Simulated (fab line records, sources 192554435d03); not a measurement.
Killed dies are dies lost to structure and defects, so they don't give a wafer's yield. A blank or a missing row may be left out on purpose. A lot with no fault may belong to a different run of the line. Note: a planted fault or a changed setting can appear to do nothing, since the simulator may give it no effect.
Split-lot trial || flow n5_finfet || 7 lots, 21 wafers read, on a route of 1938 steps

## ABOUT THE SPLIT
At N5_BEOL_M3_COAT_61 (time 60 s, resist thk 60 nm), the setting spin_rpm was moved away from the recipe's 1500 rpm on 4 of the 21 wafers read, by -7.0% to +9.2%. All remaining wafers had this setting at the recipe value.

## FROM THE SPLIT TO THE READING: what the file shows between them, 8 steps
- N5_BEOL_M3_COAT_62: time 60 s, resist thk 12 nm
- N5_BEOL_M3_COAT_73: time 60 s, resist thk 5 nm
- N5_BEOL_M3_ETCH_74: etches underlayer in N2/H2, target depth 6.5 nm, time 5.2 s
- N5_BEOL_M3_ETCH_63: etches SiARC in CF4, target depth 15.6 nm, time 26 s
- N5_BEOL_M3_ETCH_64: etches SOC in N2/H2, target depth 75 nm, overetch 15 nm, time 112.5 s
- N5_BEOL_M3_STRIP_65: strips in N2/H2
- N5_BEOL_M3_STRIP_75: strips in N2/H2
- N5_BEOL_M3_STRIP_66: strips in CF4

## THE READING
SOC_of_BEOL_M3_COAT_61.thk_nm (the simulator's own value, which no gauge read), in nm, at N5_BEOL_M3_HM_OPEN_17 (chemistry Cl2/BCl3, target TiN, target depth 20 nm, overetch 6 nm). The file does not state a usual value for it. Here, 17 wafers ran the recipe; their average is 52.0 nm with a standard deviation of 0.4 nm.

{"wafer": "L081.1", "tool, chamber at the split": "litho_track-04, 0", "spin_rpm as run, rpm": 1500, "against the recipe": "recipe", "SOC_of_BEOL_M3_COAT_61.thk_nm, nm": 51.2, "against lot-mates on the recipe": "-"}
{"wafer": "L081.2", "tool, chamber at the split": "litho_track-04, 0", "spin_rpm as run, rpm": 1500, "against the recipe": "recipe", "SOC_of_BEOL_M3_COAT_61.thk_nm, nm": 52, "against lot-mates on the recipe": "-"}
{"wafer": "L081.3", "tool, chamber at the split": "litho_track-04, 0", "spin_rpm as run, rpm": 1500, "against the recipe": "recipe", "SOC_of_BEOL_M3_COAT_61.thk_nm, nm": 52.2, "against lot-mates on the recipe": "-"}
{"wafer": "L082.2", "tool, chamber at the split": "litho_track-03, 0", "spin_rpm as run, rpm": 1500, "against the recipe": "recipe", "SOC_of_BEOL_M3_COAT_61.thk_nm, nm": 52.2, "against lot-mates on the recipe": "-"}
{"wafer": "L082.6", "tool, chamber at the split": "litho_track-03, 0", "spin_rpm as run, rpm": 1500, "against the recipe": "recipe", "SOC_of_BEOL_M3_COAT_61.thk_nm, nm": 52.2, "against lot-mates on the recipe": "-"}
{"wafer": "L082.4", "tool, chamber at the split": "litho_track-03, 0", "spin_rpm as run, rpm": 1500, "against the recipe": "recipe", "SOC_of_BEOL_M3_COAT_61.thk_nm, nm": 52.4, "against lot-mates on the recipe": "-"}
{"wafer": "L083.3", "tool, chamber at the split": "litho_track-03, 0", "spin_rpm as run, rpm": 1500, "against the recipe": "recipe", "SOC_of_BEOL_M3_COAT_61.thk_nm, nm": 52.2, "against lot-mates on the recipe": "-"}
{"wafer": "L083.4", "tool, chamber at the split": "litho_track-03, 0", "spin_rpm as run, rpm": 1500, "against the recipe": "recipe", "SOC_of_BEOL_M3_COAT_61.thk_nm, nm": 51.6, "against lot-mates on the recipe": "-"}
{"wafer": "L083.6", "tool, chamber at the split": "litho_track-03, 0", "spin_rpm as run, rpm": 1395, "against the recipe": "-7.0%", "SOC_of_BEOL_M3_COAT_61.thk_nm, nm": 54, "against lot-mates on the recipe": "+2.1"}
{"wafer": "L086.1", "tool, chamber at the split": "litho_track-05, 0", "spin_rpm as run, rpm": 1500, "against the recipe": "recipe", "SOC_of_BEOL_M3_COAT_61.thk_nm, nm": 51.8, "against lot-mates on the recipe": "-"}
{"wafer": "L086.2", "tool, chamber at the split": "litho_track-05, 0", "spin_rpm as run, rpm": 1591, "against the recipe": "+6.1%", "SOC_of_BEOL_M3_COAT_61.thk_nm, nm": 50.8, "against lot-mates on the recipe": -1.0}
{"wafer": "L086.3", "tool, chamber at the split": "litho_track-05, 0", "spin_rpm as run, rpm": 1591, "against the recipe": "+6.1%", "SOC_of_BEOL_M3_COAT_61.thk_nm, nm": 49.8, "against lot-mates on the recipe": -2.0}
{"wafer": "L087.1", "tool, chamber at the split": "litho_track-03, 0", "spin_rpm as run, rpm": 1500, "against the recipe": "recipe", "SOC_of_BEOL_M3_COAT_61.thk_nm, nm": 51.6, "against lot-mates on the recipe": "-"}
{"wafer": "L087.2", "tool, chamber at the split": "litho_track-03, 0", "spin_rpm as run, rpm": 1500, "against the recipe": "recipe", "SOC_of_BEOL_M3_COAT_61.thk_nm, nm": 51.8, "against lot-mates on the recipe": "-"}
{"wafer": "L087.3", "tool, chamber at the split": "litho_track-03, 0", "spin_rpm as run, rpm": 1638, "against the recipe": "+9.2%", "SOC_of_BEOL_M3_COAT_61.thk_nm, nm": 49.4, "against lot-mates on the recipe": -2.3}
{"wafer": "L088.1", "tool, chamber at the split": "litho_track-04, 0", "spin_rpm as run, rpm": 1500, "against the recipe": "recipe", "SOC_of_BEOL_M3_COAT_61.thk_nm, nm": 51.2, "against lot-mates on the recipe": "-"}
{"wafer": "L088.4", "tool, chamber at the split": "litho_track-04, 0", "spin_rpm as run, rpm": 1500, "against the recipe": "recipe", "SOC_of_BEOL_M3_COAT_61.thk_nm, nm": 52.2, "against lot-mates on the recipe": "-"}
{"wafer": "L088.6", "tool, chamber at the split": "litho_track-04, 0", "spin_rpm as run, rpm": 1500, "against the recipe": "recipe", "SOC_of_BEOL_M3_COAT_61.thk_nm, nm": 52.4, "against lot-mates on the recipe": "-"}
{"wafer": "L090.2", "tool, chamber at the split": "litho_track-05, 0", "spin_rpm as run, rpm": 1500, "against the recipe": "recipe", "SOC_of_BEOL_M3_COAT_61.thk_nm, nm": 52.6, "against lot-mates on the recipe": "-"}
{"wafer": "L090.4", "tool, chamber at the split": "litho_track-05, 0", "spin_rpm as run, rpm": 1500, "against the recipe": "recipe", "SOC_of_BEOL_M3_COAT_61.thk_nm, nm": 52, "against lot-mates on the recipe": "-"}
{"wafer": "L090.6", "tool, chamber at the split": "litho_track-05, 0", "spin_rpm as run, rpm": 1500, "against the recipe": "recipe", "SOC_of_BEOL_M3_COAT_61.thk_nm, nm": 52.4, "against lot-mates on the recipe": "-"}

FIT RESULTS
A straight line over all 21 wafers: SOC_of_BEOL_M3_COAT_61.thk_nm changes by -0.283 nm for each +1% of spin_rpm; r = -0.91; the points scatter about the line by 0.41 nm.
The same after taking each lot's own level away (the mean of its wafers on the recipe; 21 wafers): -0.263 nm for each +1%; r = -0.92; scatter 0.35 nm.
That fit puts the effect of the largest move of spin_rpm on the reading at 2.4 nm.
Across the lots, their own levels run from 51.70 to 52.33 nm, a range of 1.6 times the standard deviation given above.
Hence the lot-to-lot level has little effect on the slope; both slopes agree.
Check: -2.45 nm against its lot-mates is what the line predicts for one of the wafers moved furthest among these (+9.2%) when that wafer is left out of the fit. It came out at -2.3 nm against them.

## THE WHOLE CHAIN: every reading that the file lists as answering this split, in the file's order
{"step": "N5_BEOL_M3_COAT_61", "what it does": "time 60 s, resist thk 60 nm", "reading": "SOC_of_BEOL_M3_COAT_61.thk_nm (the simulator's own value, which no gauge read)", "change (the file's fit)": "-0.286 nm for each +1% of the setting", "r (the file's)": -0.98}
{"step": "N5_BEOL_M3_ETCH_64", "what it does": "etches SOC in N2/H2, target depth 75 nm, overetch 15 nm, time 112.5 s", "reading": "etch.depth_nm (the simulator's own value, which no gauge read)", "change (the file's fit)": "-0.29 nm for each +1% of the setting", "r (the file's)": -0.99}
{"step": "N5_BEOL_M3_HM_OPEN_17", "what it does": "chemistry Cl2/BCl3, target TiN, target depth 20 nm, overetch 6 nm", "reading": "SOC_of_BEOL_M3_COAT_61.thk_nm (the simulator's own value, which no gauge read)", "change (the file's fit)": "-0.264 nm for each +1% of the setting", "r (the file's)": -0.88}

## THE FILE'S OWN FIT
SOC_of_BEOL_M3_COAT_61.thk_nm changes by -0.264 nm for each +1% of spin_rpm, r = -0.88.
